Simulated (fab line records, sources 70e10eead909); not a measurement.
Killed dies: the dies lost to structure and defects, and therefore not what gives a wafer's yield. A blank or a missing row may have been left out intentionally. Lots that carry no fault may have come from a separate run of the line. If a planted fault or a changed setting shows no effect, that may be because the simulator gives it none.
Which tool was responsible? / flow nand harc / 72 wafers from 24 lots sampled at 4 of the route's 1302 steps

WHAT THE GAUGES READ, wafer by wafer
NHARC_P_CONTACT_OVL_MEAS_13. Usual: overlay x nm 0.4 nm, standard deviation 0.68; overlay y nm -0.1 nm, standard deviation 0.85.
lot=L074; measured=day 5 02:23; on=overlay-02; overlay x nm (nm)=1.2 1.8 1.5; overlay y nm (nm)=-2.4 -2.1 -2.2; flag=
lot=L075; measured=day 5 06:28; on=overlay-02; overlay x nm (nm)=0.8 1.0 1.1; overlay y nm (nm)=-0.6 -0.6 -0.9; flag=
lot=L076; measured=day 5 15:45; on=overlay-01; overlay x nm (nm)=0.6 1.1 0.6; overlay y nm (nm)=-1.0 -1.1 -0.4; flag=
lot=L078; measured=day 6 13:46; on=overlay-01; overlay x nm (nm)=0.1 0.4 0.4; overlay y nm (nm)=-0.2 -0.4 -0.5; flag=
lot=L077; measured=day 7 07:15; on=overlay-02; overlay x nm (nm)=0.0 0.2 0.2; overlay y nm (nm)=1.6 0.6 1.2; flag=
lot=L079; measured=day 6 19:26; on=overlay-01; overlay x nm (nm)=0.6 0.8 1.0; overlay y nm (nm)=0.1 0.4 1.0; flag=
lot=L080; measured=day 7 12:13; on=overlay-01; overlay x nm (nm)=-0.2 0.6 0.2; overlay y nm (nm)=0.6 0.0 -0.1; flag=
lot=L081; measured=day 8 01:26; on=overlay-01; overlay x nm (nm)=-0.5 -0.6 -0.5; overlay y nm (nm)=0.3 0.0 0.3; flag=
lot=L082; measured=day 8 02:10; on=overlay-01; overlay x nm (nm)=-0.3 -0.3 -0.5; overlay y nm (nm)=1.4 1.8 1.4; flag=
lot=L083; measured=day 8 23:22; on=overlay-02; overlay x nm (nm)=-1.3 -1.4 -1.6; overlay y nm (nm)=-0.1 -0.4 0.1; flag=
lot=L084; measured=day 9 05:03; on=overlay-02; overlay x nm (nm)=0.4 0.9 0.5; overlay y nm (nm)=-0.4 -0.4 0.0; flag=
lot=L085; measured=day 9 08:58; on=overlay-01; overlay x nm (nm)=-0.1 0.5 0.7; overlay y nm (nm)=0.3 0.7 0.0; flag=
lot=L086; measured=day 9 22:36; on=overlay-01; overlay x nm (nm)=1.3 0.9 1.2; overlay y nm (nm)=0.0 0.0 0.4; flag=
lot=L087; measured=day 10 07:04; on=overlay-01; overlay x nm (nm)=-0.6 0.1 -0.5; overlay y nm (nm)=0.3 0.5 0.3; flag=
lot=L088; measured=day 10 19:13; on=overlay-02; overlay x nm (nm)=1.7 2.0 1.8; overlay y nm (nm)=-0.1 0.0 0.2; flag=
lot=L089; measured=day 10 23:12; on=overlay-02; overlay x nm (nm)=-0.6 -0.1 -0.2; overlay y nm (nm)=-0.5 -0.8 -0.7; flag=
lot=L090; measured=day 11 15:26; on=overlay-02; overlay x nm (nm)=-0.5 -0.7 0.0; overlay y nm (nm)=0.4 1.0 0.5; flag=
lot=L091; measured=day 12 07:19; on=overlay-01; overlay x nm (nm)=0.4 0.4 0.1; overlay y nm (nm)=-0.9 -0.9 -1.2; flag=
lot=L092; measured=day 12 12:22; on=overlay-02; overlay x nm (nm)=0.9 1.2 1.3; overlay y nm (nm)=-1.3 -1.1 -1.2; flag=
lot=L093; measured=day 13 03:26; on=overlay-01; overlay x nm (nm)=0.6 0.1 0.3; overlay y nm (nm)=-0.6 -0.6 -0.2; flag=
lot=L094; measured=day 13 03:04; on=overlay-02; overlay x nm (nm)=0.8 0.9 0.6; overlay y nm (nm)=0.9 1.1 0.8; flag=
lot=L095; measured=day 13 20:50; on=overlay-01; overlay x nm (nm)=0.6 0.7 0.2; overlay y nm (nm)=-0.1 0.1 -0.8; flag=
lot=L096; measured=day 14 02:06; on=overlay-02; overlay x nm (nm)=0.5 0.3 0.4; overlay y nm (nm)=-0.4 -0.5 -0.3; flag=
lot=L097; measured=day 14 08:45; on=overlay-02; overlay x nm (nm)=-0.1 -0.6 0.5; overlay y nm (nm)=0.5 0.5 0.8; flag=

WHAT TOOL EACH LOT RAN ON (gives the tool, then ch and the chambers of the sampled wafers, and finally the start)
lot=L074; NHARC_P_GATE_DESCUM_13=rie diel-10 ch 0,1, day 3 16:29; NHARC_P_GATE_DESCUM_48=rie diel-10 ch 0,1,3, day 4 18:21; NHARC_P_GATE_STRIP_111=plasma asher-01 ch 1, day 4 18:50
lot=L075; NHARC_P_GATE_DESCUM_13=rie diel-03 ch 1,2, day 3 20:38; NHARC_P_GATE_DESCUM_48=rie diel-05 ch 1,2,3, day 4 22:32; NHARC_P_GATE_STRIP_111=plasma asher-01 ch 0,1, day 4 23:02
lot=L076; NHARC_P_GATE_DESCUM_13=rie diel-05 ch 0,1,2, day 4 04:49; NHARC_P_GATE_DESCUM_48=rie diel-10 ch 0,2, day 5 07:45; NHARC_P_GATE_STRIP_111=plasma asher-01 ch 0,1, day 5 08:10
lot=L078; NHARC_P_GATE_DESCUM_13=rie diel-03 ch 0,1,2, day 4 23:43; NHARC_P_GATE_DESCUM_48=rie diel-10 ch 0,1, day 6 05:21; NHARC_P_GATE_STRIP_111=plasma asher-01 ch 0,1, day 6 05:43
lot=L077; NHARC_P_GATE_DESCUM_13=rie diel-10 ch 1,2, day 4 23:44; NHARC_P_GATE_DESCUM_48=rie diel-03 ch 1,3, day 6 04:35; NHARC_P_GATE_STRIP_111=plasma asher-02 ch 0,1, day 6 05:11
lot=L079; NHARC_P_GATE_DESCUM_13=rie diel-05 ch 1,2, day 5 08:24; NHARC_P_GATE_DESCUM_48=rie diel-10 ch 1,3, day 6 11:04; NHARC_P_GATE_STRIP_111=plasma asher-02 ch 1, day 6 11:29
lot=L080; NHARC_P_GATE_DESCUM_13=rie diel-03 ch 0,1,3, day 5 23:58; NHARC_P_GATE_DESCUM_48=rie diel-05 ch 1,2,3, day 7 04:06; NHARC_P_GATE_STRIP_111=plasma asher-02 ch 0,1, day 7 04:28
lot=L081; NHARC_P_GATE_DESCUM_13=rie diel-05 ch 0,3, day 6 14:44; NHARC_P_GATE_DESCUM_48=rie diel-05 ch 0,1,2, day 7 17:37; NHARC_P_GATE_STRIP_111=plasma asher-01 ch 0,1, day 7 18:01
lot=L082; NHARC_P_GATE_DESCUM_13=rie diel-03 ch 1,2,3, day 6 14:47; NHARC_P_GATE_DESCUM_48=rie diel-10 ch 0,1,3, day 7 18:05; NHARC_P_GATE_STRIP_111=plasma asher-02 ch 0,1, day 7 18:30
lot=L083; NHARC_P_GATE_DESCUM_13=rie diel-05 ch 0,2, day 7 07:55; NHARC_P_GATE_DESCUM_48=rie diel-10 ch 0,1,2, day 8 15:33; NHARC_P_GATE_STRIP_111=plasma asher-02 ch 0,1, day 8 15:53
lot=L084; NHARC_P_GATE_DESCUM_13=rie diel-10 ch 1,2,3, day 7 14:32; NHARC_P_GATE_DESCUM_48=rie diel-10 ch 0,2,3, day 8 20:57; NHARC_P_GATE_STRIP_111=plasma asher-02 ch 0,1, day 8 21:19
lot=L085; NHARC_P_GATE_DESCUM_13=rie diel-10 ch 0,2,3, day 7 19:53; NHARC_P_GATE_DESCUM_48=rie diel-03 ch 0,2,3, day 9 01:01; NHARC_P_GATE_STRIP_111=plasma asher-01 ch 0,1, day 9 01:22
lot=L086; NHARC_P_GATE_DESCUM_13=rie diel-10 ch 1,2,3, day 8 08:20; NHARC_P_GATE_DESCUM_48=rie diel-10 ch 1,2,3, day 9 14:16; NHARC_P_GATE_STRIP_111=plasma asher-01 ch 0, day 9 14:41
lot=L087; NHARC_P_GATE_DESCUM_13=rie diel-10 ch 1,2,3, day 8 21:08; NHARC_P_GATE_DESCUM_48=rie diel-10 ch 0,1,3, day 9 23:03; NHARC_P_GATE_STRIP_111=plasma asher-02 ch 0,1, day 9 23:25
lot=L088; NHARC_P_GATE_DESCUM_13=rie diel-05 ch 2,3, day 9 08:20; NHARC_P_GATE_DESCUM_48=rie diel-05 ch 0,1,3, day 10 10:53; NHARC_P_GATE_STRIP_111=plasma asher-01 ch 0,1, day 10 11:15
lot=L089; NHARC_P_GATE_DESCUM_13=rie diel-10 ch 0,1, day 9 12:37; NHARC_P_GATE_DESCUM_48=rie diel-10 ch 0,3, day 10 15:09; NHARC_P_GATE_STRIP_111=plasma asher-01 ch 0,1, day 10 15:36
lot=L090; NHARC_P_GATE_DESCUM_13=rie diel-03 ch 0,1, day 10 02:29; NHARC_P_GATE_DESCUM_48=rie diel-10 ch 2,3, day 11 07:20; NHARC_P_GATE_STRIP_111=plasma asher-01 ch 0,1, day 11 07:49
lot=L091; NHARC_P_GATE_DESCUM_13=rie diel-05 ch 0,3, day 10 17:35; NHARC_P_GATE_DESCUM_48=rie diel-10 ch 1,2,3, day 11 23:19; NHARC_P_GATE_STRIP_111=plasma asher-02 ch 0,1, day 11 23:41
lot=L092; NHARC_P_GATE_DESCUM_13=rie diel-03 ch 0,1,3, day 11 01:34; NHARC_P_GATE_DESCUM_48=rie diel-03 ch 1,2, day 12 04:20; NHARC_P_GATE_STRIP_111=plasma asher-02 ch 0,1, day 12 04:51
lot=L093; NHARC_P_GATE_DESCUM_13=rie diel-10 ch 0,2,3, day 11 14:54; NHARC_P_GATE_DESCUM_48=rie diel-10 ch 1,2,3, day 12 19:14; NHARC_P_GATE_STRIP_111=plasma asher-01 ch 0,1, day 12 19:40
lot=L094; NHARC_P_GATE_DESCUM_13=rie diel-05 ch 0,1,3, day 11 15:05; NHARC_P_GATE_DESCUM_48=rie diel-03 ch 1,2,3, day 12 18:52; NHARC_P_GATE_STRIP_111=plasma asher-02 ch 0,1, day 12 19:20
lot=L095; NHARC_P_GATE_DESCUM_13=rie diel-10 ch 0,2,3, day 12 04:55; NHARC_P_GATE_DESCUM_48=rie diel-03 ch 0,1,2, day 13 12:52; NHARC_P_GATE_STRIP_111=plasma asher-01 ch 0,1, day 13 13:16
lot=L096; NHARC_P_GATE_DESCUM_13=rie diel-10 ch 0,2,3, day 12 15:53; NHARC_P_GATE_DESCUM_48=rie diel-10 ch 1,2,3, day 13 17:40; NHARC_P_GATE_STRIP_111=plasma asher-02 ch 0,1, day 13 18:02
lot=L097; NHARC_P_GATE_DESCUM_13=rie diel-10 ch 0,1,3, day 12 22:26; NHARC_P_GATE_DESCUM_48=rie diel-10 ch 0,2,3, day 14 00:41; NHARC_P_GATE_STRIP_111=plasma asher-02 ch 0,1, day 14 01:02
- NHARC_P_GATE_DESCUM_13: chemistry O2, time 3 s.
- NHARC_P_GATE_DESCUM_48: chemistry O2, time 3 s.
- NHARC_P_GATE_STRIP_111: strips in N2/H2, time 250 s.

WHAT THE TOOLS THEMSELVES READ (means of the sampled wafers that have a number; where no wafer has one, the mark that the record gives instead)
NHARC_P_GATE_DESCUM_13. Usual: chamber pressure mTorr 60.00 mTorr (standard deviation 0.053); drypump motor current A 5.8 A (standard deviation 0.48); o2 flow sccm 200.0 sccm (standard deviation 0.6); oes product au 0.999 a.u. (standard deviation 0.01); rf vpp V 57.8 V (standard deviation 0.83); showerhead plenum p Torr 1.93 Torr (standard deviation 0.063); throttle valve pct 11.311 % (standard deviation 0.0097).
lot=L074; tool=rie diel-10; chamber pressure mTorr (mTorr)=59.96; drypump motor current A (A)=6.5; o2 flow sccm (sccm)=200.8; oes product au (a.u.)=1.009; rf vpp V (V)=58.0; showerhead plenum p Torr (Torr)=1.96; throttle valve pct (%)=11.312; flag=
lot=L075; tool=rie diel-03; chamber pressure mTorr (mTorr)=59.99; drypump motor current A (A)=5.2; o2 flow sccm (sccm)=200.2; oes product au (a.u.)=1.005; rf vpp V (V)=57.5; showerhead plenum p Torr (Torr)=2.01; throttle valve pct (%)=11.319; flag=
lot=L076; tool=rie diel-05; chamber pressure mTorr (mTorr)=59.97; drypump motor current A (A)=5.9; o2 flow sccm (sccm)=199.6; oes product au (a.u.)=1.007; rf vpp V (V)=57.0; showerhead plenum p Torr (Torr)=1.94; throttle valve pct (%)=11.307; flag=
lot=L078; tool=rie diel-03; chamber pressure mTorr (mTorr)=60.03; drypump motor current A (A)=5.2; o2 flow sccm (sccm)=200.2; oes product au (a.u.)=0.999; rf vpp V (V)=58.3; showerhead plenum p Torr (Torr)=1.99; throttle valve pct (%)=11.308; flag=
lot=L077; tool=rie diel-10; chamber pressure mTorr (mTorr)=59.95; drypump motor current A (A)=5.7; o2 flow sccm (sccm)=199.4; oes product au (a.u.)=1.009; rf vpp V (V)=57.7; showerhead plenum p Torr (Torr)=1.88; throttle valve pct (%)=11.308; flag=
lot=L079; tool=rie diel-05; chamber pressure mTorr (mTorr)=60.01; drypump motor current A (A)=5.8; o2 flow sccm (sccm)=200.0; oes product au (a.u.)=1.010; rf vpp V (V)=58.2; showerhead plenum p Torr (Torr)=1.98; throttle valve pct (%)=11.307; flag=
lot=L080; tool=rie diel-03; chamber pressure mTorr (mTorr)=60.05; drypump motor current A (A)=5.3; o2 flow sccm (sccm)=200.5; oes product au (a.u.)=1.001; rf vpp V (V)=57.6; showerhead plenum p Torr (Torr)=1.98; throttle valve pct (%)=11.318; flag=
lot=L081; tool=rie diel-05; chamber pressure mTorr (mTorr)=60.00; drypump motor current A (A)=5.9; o2 flow sccm (sccm)=199.9; oes product au (a.u.)=0.995; rf vpp V (V)=58.2; showerhead plenum p Torr (Torr)=1.93; throttle valve pct (%)=11.311; flag=
lot=L082; tool=rie diel-03; chamber pressure mTorr (mTorr)=60.05; drypump motor current A (A)=5.3; o2 flow sccm (sccm)=199.7; oes product au (a.u.)=1.008; rf vpp V (V)=57.8; showerhead plenum p Torr (Torr)=1.96; throttle valve pct (%)=11.316; flag=
lot=L083; tool=rie diel-05; chamber pressure mTorr (mTorr)=60.02; drypump motor current A (A)=5.9; o2 flow sccm (sccm)=200.1; oes product au (a.u.)=0.997; rf vpp V (V)=57.4; showerhead plenum p Torr (Torr)=1.95; throttle valve pct (%)=11.305; flag=
lot=L084; tool=rie diel-10; chamber pressure mTorr (mTorr)=60.00; drypump motor current A (A)=6.0; o2 flow sccm (sccm)=199.8; oes product au (a.u.)=0.993; rf vpp V (V)=57.6; showerhead plenum p Torr (Torr)=1.92; throttle valve pct (%)=11.308; flag=
lot=L085; tool=rie diel-10; chamber pressure mTorr (mTorr)=60.03; drypump motor current A (A)=6.0; o2 flow sccm (sccm)=199.8; oes product au (a.u.)=0.999; rf vpp V (V)=57.7; showerhead plenum p Torr (Torr)=1.88; throttle valve pct (%)=11.320; flag=
lot=L086; tool=rie diel-10; chamber pressure mTorr (mTorr)=60.05; drypump motor current A (A)=6.0; o2 flow sccm (sccm)=199.8; oes product au (a.u.)=1.002; rf vpp V (V)=58.0; showerhead plenum p Torr (Torr)=1.92; throttle valve pct (%)=11.323; flag=
lot=L087; tool=rie diel-10; chamber pressure mTorr (mTorr)=60.02; drypump motor current A (A)=6.0; o2 flow sccm (sccm)=200.1; oes product au (a.u.)=1.006; rf vpp V (V)=58.0; showerhead plenum p Torr (Torr)=1.91; throttle valve pct (%)=11.315; flag=
lot=L088; tool=rie diel-05; chamber pressure mTorr (mTorr)=60.00; drypump motor current A (A)=5.8; o2 flow sccm (sccm)=200.6; oes product au (a.u.)=1.004; rf vpp V (V)=58.1; showerhead plenum p Torr (Torr)=1.98; throttle valve pct (%)=11.305; flag=
lot=L089; tool=rie diel-10; chamber pressure mTorr (mTorr)=59.98; drypump motor current A (A)=6.5; o2 flow sccm (sccm)=200.0; oes product au (a.u.)=1.001; rf vpp V (V)=57.6; showerhead plenum p Torr (Torr)=1.92; throttle valve pct (%)=11.313; flag=
lot=L090; tool=rie diel-03; chamber pressure mTorr (mTorr)=59.98; drypump motor current A (A)=5.3; o2 flow sccm (sccm)=200.3; oes product au (a.u.)=0.991; rf vpp V (V)=58.4; showerhead plenum p Torr (Torr)=2.01; throttle valve pct (%)=11.322; flag=
lot=L091; tool=rie diel-05; chamber pressure mTorr (mTorr)=60.02; drypump motor current A (A)=5.9; o2 flow sccm (sccm)=200.1; oes product au (a.u.)=0.998; rf vpp V (V)=57.9; showerhead plenum p Torr (Torr)=1.92; throttle valve pct (%)=11.313; flag=
lot=L092; tool=rie diel-03; chamber pressure mTorr (mTorr)=59.94; drypump motor current A (A)=5.3; o2 flow sccm (sccm)=200.2; oes product au (a.u.)=1.003; rf vpp V (V)=57.9; showerhead plenum p Torr (Torr)=1.97; throttle valve pct (%)=11.308; flag=
lot=L093; tool=rie diel-10; chamber pressure mTorr (mTorr)=59.99; drypump motor current A (A)=6.0; o2 flow sccm (sccm)=199.7; oes product au (a.u.)=1.002; rf vpp V (V)=57.0; showerhead plenum p Torr (Torr)=1.88; throttle valve pct (%)=11.311; flag=
lot=L094; tool=rie diel-05; chamber pressure mTorr (mTorr)=60.01; drypump motor current A (A)=5.9; o2 flow sccm (sccm)=199.1; oes product au (a.u.)=0.996; rf vpp V (V)=58.2; showerhead plenum p Torr (Torr)=1.93; throttle valve pct (%)=11.315; flag=
lot=L095; tool=rie diel-10; chamber pressure mTorr (mTorr)=59.95; drypump motor current A (A)=6.0; o2 flow sccm (sccm)=199.9; oes product au (a.u.)=1.003; rf vpp V (V)=57.3; showerhead plenum p Torr (Torr)=1.88; throttle valve pct (%)=11.311; flag=
lot=L096; tool=rie diel-10; chamber pressure mTorr (mTorr)=60.04; drypump motor current A (A)=6.0; o2 flow sccm (sccm)=200.1; oes product au (a.u.)=1.000; rf vpp V (V)=57.7; showerhead plenum p Torr (Torr)=1.88; throttle valve pct (%)=11.305; flag=
lot=L097; tool=rie diel-10; chamber pressure mTorr (mTorr)=60.02; drypump motor current A (A)=6.4; o2 flow sccm (sccm)=200.4; oes product au (a.u.)=0.989; rf vpp V (V)=57.8; showerhead plenum p Torr (Torr)=1.93; throttle valve pct (%)=11.301; flag=

NHARC_P_GATE_DESCUM_48. Usual: chamber pressure mTorr 60.00 mTorr (standard deviation 0.054); drypump motor current A 5.9 A (standard deviation 0.52); o2 flow sccm 200.0 sccm (standard deviation 0.62); oes product au 1.001 a.u. (standard deviation 0.0089); rf vpp V 57.9 V (standard deviation 0.88); showerhead plenum p Torr 1.93 Torr (standard deviation 0.065); throttle valve pct 11.310 % (standard deviation 0.009).
lot=L074; tool=rie diel-10; chamber pressure mTorr (mTorr)=59.93; drypump motor current A (A)=6.4; o2 flow sccm (sccm)=199.8; oes product au (a.u.)=1.011; rf vpp V (V)=57.7; showerhead plenum p Torr (Torr)=1.94; throttle valve pct (%)=11.299; flag=
lot=L075; tool=rie diel-05; chamber pressure mTorr (mTorr)=59.99; drypump motor current A (A)=5.8; o2 flow sccm (sccm)=200.0; oes product au (a.u.)=0.998; rf vpp V (V)=58.8; showerhead plenum p Torr (Torr)=1.98; throttle valve pct (%)=11.307; flag=
lot=L076; tool=rie diel-10; chamber pressure mTorr (mTorr)=59.99; drypump motor current A (A)=5.7; o2 flow sccm (sccm)=200.7; oes product au (a.u.)=1.011; rf vpp V (V)=57.4; showerhead plenum p Torr (Torr)=1.85; throttle valve pct (%)=11.311; flag=
lot=L078; tool=rie diel-10; chamber pressure mTorr (mTorr)=60.03; drypump motor current A (A)=6.6; o2 flow sccm (sccm)=200.1; oes product au (a.u.)=1.004; rf vpp V (V)=58.3; showerhead plenum p Torr (Torr)=1.92; throttle valve pct (%)=11.309; flag=
lot=L077; tool=rie diel-03; chamber pressure mTorr (mTorr)=60.02; drypump motor current A (A)=5.3; o2 flow sccm (sccm)=200.5; oes product au (a.u.)=1.005; rf vpp V (V)=57.4; showerhead plenum p Torr (Torr)=1.99; throttle valve pct (%)=11.315; flag=
lot=L079; tool=rie diel-10; chamber pressure mTorr (mTorr)=60.02; drypump motor current A (A)=6.3; o2 flow sccm (sccm)=200.1; oes product au (a.u.)=0.999; rf vpp V (V)=57.9; showerhead plenum p Torr (Torr)=1.95; throttle valve pct (%)=11.312; flag=
lot=L080; tool=rie diel-05; chamber pressure mTorr (mTorr)=59.96; drypump motor current A (A)=5.8; o2 flow sccm (sccm)=199.7; oes product au (a.u.)=1.007; rf vpp V (V)=58.4; showerhead plenum p Torr (Torr)=1.98; throttle valve pct (%)=11.314; flag=
lot=L081; tool=rie diel-05; chamber pressure mTorr (mTorr)=59.93; drypump motor current A (A)=5.9; o2 flow sccm (sccm)=200.0; oes product au (a.u.)=0.997; rf vpp V (V)=57.2; showerhead plenum p Torr (Torr)=1.94; throttle valve pct (%)=11.315; flag=
lot=L082; tool=rie diel-10; chamber pressure mTorr (mTorr)=59.96; drypump motor current A (A)=6.4; o2 flow sccm (sccm)=200.0; oes product au (a.u.)=1.000; rf vpp V (V)=58.2; showerhead plenum p Torr (Torr)=1.94; throttle valve pct (%)=11.309; flag=
lot=L083; tool=rie diel-10; chamber pressure mTorr (mTorr)=60.00; drypump motor current A (A)=6.1; o2 flow sccm (sccm)=199.8; oes product au (a.u.)=1.002; rf vpp V (V)=57.3; showerhead plenum p Torr (Torr)=1.90; throttle valve pct (%)=11.309; flag=
lot=L084; tool=rie diel-10; chamber pressure mTorr (mTorr)=59.99; drypump motor current A (A)=6.0; o2 flow sccm (sccm)=200.3; oes product au (a.u.)=1.004; rf vpp V (V)=57.9; showerhead plenum p Torr (Torr)=1.88; throttle valve pct (%)=11.312; flag=
lot=L085; tool=rie diel-03; chamber pressure mTorr (mTorr)=59.98; drypump motor current A (A)=5.3; o2 flow sccm (sccm)=200.1; oes product au (a.u.)=1.000; rf vpp V (V)=58.2; showerhead plenum p Torr (Torr)=1.94; throttle valve pct (%)=11.308; flag=
lot=L086; tool=rie diel-10; chamber pressure mTorr (mTorr)=59.94; drypump motor current A (A)=6.0; o2 flow sccm (sccm)=200.2; oes product au (a.u.)=1.003; rf vpp V (V)=58.3; showerhead plenum p Torr (Torr)=1.91; throttle valve pct (%)=11.317; flag=
lot=L087; tool=rie diel-10; chamber pressure mTorr (mTorr)=60.00; drypump motor current A (A)=6.4; o2 flow sccm (sccm)=200.0; oes product au (a.u.)=1.007; rf vpp V (V)=57.3; showerhead plenum p Torr (Torr)=1.93; throttle valve pct (%)=11.308; flag=
lot=L088; tool=rie diel-05; chamber pressure mTorr (mTorr)=60.00; drypump motor current A (A)=5.9; o2 flow sccm (sccm)=199.9; oes product au (a.u.)=1.008; rf vpp V (V)=57.0; showerhead plenum p Torr (Torr)=1.93; throttle valve pct (%)=11.311; flag=
lot=L089; tool=rie diel-10; chamber pressure mTorr (mTorr)=60.02; drypump motor current A (A)=6.3; o2 flow sccm (sccm)=199.9; oes product au (a.u.)=0.991; rf vpp V (V)=57.7; showerhead plenum p Torr (Torr)=1.92; throttle valve pct (%)=11.316; flag=
lot=L090; tool=rie diel-10; chamber pressure mTorr (mTorr)=60.02; drypump motor current A (A)=5.9; o2 flow sccm (sccm)=199.9; oes product au (a.u.)=1.003; rf vpp V (V)=56.3; showerhead plenum p Torr (Torr)=1.89; throttle valve pct (%)=11.312; flag=
lot=L091; tool=rie diel-10; chamber pressure mTorr (mTorr)=59.97; drypump motor current A (A)=6.0; o2 flow sccm (sccm)=200.2; oes product au (a.u.)=1.002; rf vpp V (V)=58.0; showerhead plenum p Torr (Torr)=1.91; throttle valve pct (%)=11.308; flag=
lot=L092; tool=rie diel-03; chamber pressure mTorr (mTorr)=59.98; drypump motor current A (A)=5.2; o2 flow sccm (sccm)=200.1; oes product au (a.u.)=0.997; rf vpp V (V)=58.0; showerhead plenum p Torr (Torr)=2.00; throttle valve pct (%)=11.316; flag=
lot=L093; tool=rie diel-10; chamber pressure mTorr (mTorr)=59.97; drypump motor current A (A)=6.0; o2 flow sccm (sccm)=199.8; oes product au (a.u.)=0.992; rf vpp V (V)=58.2; showerhead plenum p Torr (Torr)=1.91; throttle valve pct (%)=11.315; flag=
lot=L094; tool=rie diel-03; chamber pressure mTorr (mTorr)=60.09; drypump motor current A (A)=5.3; o2 flow sccm (sccm)=200.1; oes product au (a.u.)=0.991; rf vpp V (V)=57.6; showerhead plenum p Torr (Torr)=1.95; throttle valve pct (%)=11.316; flag=
lot=L095; tool=rie diel-03; chamber pressure mTorr (mTorr)=60.03; drypump motor current A (A)=5.2; o2 flow sccm (sccm)=199.5; oes product au (a.u.)=1.010; rf vpp V (V)=58.4; showerhead plenum p Torr (Torr)=1.99; throttle valve pct (%)=11.306; flag=
lot=L096; tool=rie diel-10; chamber pressure mTorr (mTorr)=59.98; drypump motor current A (A)=6.0; o2 flow sccm (sccm)=200.8; oes product au (a.u.)=0.998; rf vpp V (V)=57.9; showerhead plenum p Torr (Torr)=1.91; throttle valve pct (%)=11.315; flag=
lot=L097; tool=rie diel-10; chamber pressure mTorr (mTorr)=60.00; drypump motor current A (A)=6.0; o2 flow sccm (sccm)=199.7; oes product au (a.u.)=0.996; rf vpp V (V)=58.1; showerhead plenum p Torr (Torr)=1.88; throttle valve pct (%)=11.314; flag=

NHARC_P_GATE_STRIP_111. Usual: drypump motor current A 5.8 A, standard deviation 0.42; heater power w 89 W, standard deviation 7.5.
lot=L074; tool=plasma asher-01; drypump motor current A (A)=5.2; heater power w (W)=85; flag=
lot=L075; tool=plasma asher-01; drypump motor current A (A)=5.3; heater power w (W)=91; flag=
lot=L076; tool=plasma asher-01; drypump motor current A (A)=5.5; heater power w (W)=94; flag=
lot=L078; tool=plasma asher-01; drypump motor current A (A)=5.5; heater power w (W)=96; flag=
lot=L077; tool=plasma asher-02; drypump motor current A (A)=6.2; heater power w (W)=85; flag=
lot=L079; tool=plasma asher-02; drypump motor current A (A)=6.2; heater power w (W)=99; flag=
lot=L080; tool=plasma asher-02; drypump motor current A (A)=6.2; heater power w (W)=92; flag=
lot=L081; tool=plasma asher-01; drypump motor current A (A)=5.3; heater power w (W)=89; flag=
lot=L082; tool=plasma asher-02; drypump motor current A (A)=6.1; heater power w (W)=91; flag=
lot=L083; tool=plasma asher-02; drypump motor current A (A)=6.1; heater power w (W)=91; flag=
lot=L084; tool=plasma asher-02; drypump motor current A (A)=6.2; heater power w (W)=85; flag=
lot=L085; tool=plasma asher-01; drypump motor current A (A)=5.5; heater power w (W)=91; flag=
lot=L086; tool=plasma asher-01; drypump motor current A (A)=5.6; heater power w (W)=92; flag=
lot=L087; tool=plasma asher-02; drypump motor current A (A)=6.2; heater power w (W)=84; flag=
lot=L088; tool=plasma asher-01; drypump motor current A (A)=5.3; heater power w (W)=88; flag=
lot=L089; tool=plasma asher-01; drypump motor current A (A)=5.3; heater power w (W)=88; flag=
lot=L090; tool=plasma asher-01; drypump motor current A (A)=5.3; heater power w (W)=89; flag=
lot=L091; tool=plasma asher-02; drypump motor current A (A)=6.2; heater power w (W)=88; flag=
lot=L092; tool=plasma asher-02; drypump motor current A (A)=6.1; heater power w (W)=89; flag=
lot=L093; tool=plasma asher-01; drypump motor current A (A)=5.3; heater power w (W)=90; flag=
lot=L094; tool=plasma asher-02; drypump motor current A (A)=6.2; heater power w (W)=88; flag=
lot=L095; tool=plasma asher-01; drypump motor current A (A)=5.5; heater power w (W)=91; flag=
lot=L096; tool=plasma asher-02; drypump motor current A (A)=6.2; heater power w (W)=84; flag=
lot=L097; tool=plasma asher-02; drypump motor current A (A)=6.2; heater power w (W)=84; flag=

THE ANSWER, worked out from the rows above alone
Rule: lot off if the mean of its wafers having a number is beyond 3 standard deviations from the usual mean. Also off: a lot with no number at a reading for which 4 or more lots have one. Where the step has rows for the other lots, those lots are counted as sound. First the gauges in route order, then the tools' own readings, where a lot's mean is used as printed above. At the first step where some lot is off, the reading lying furthest off is the one used; lots without a number count as furthest.
Nothing can be told from this: no lot is off at any reading shown.

WHAT THE SIMULATOR HAD PUT IN
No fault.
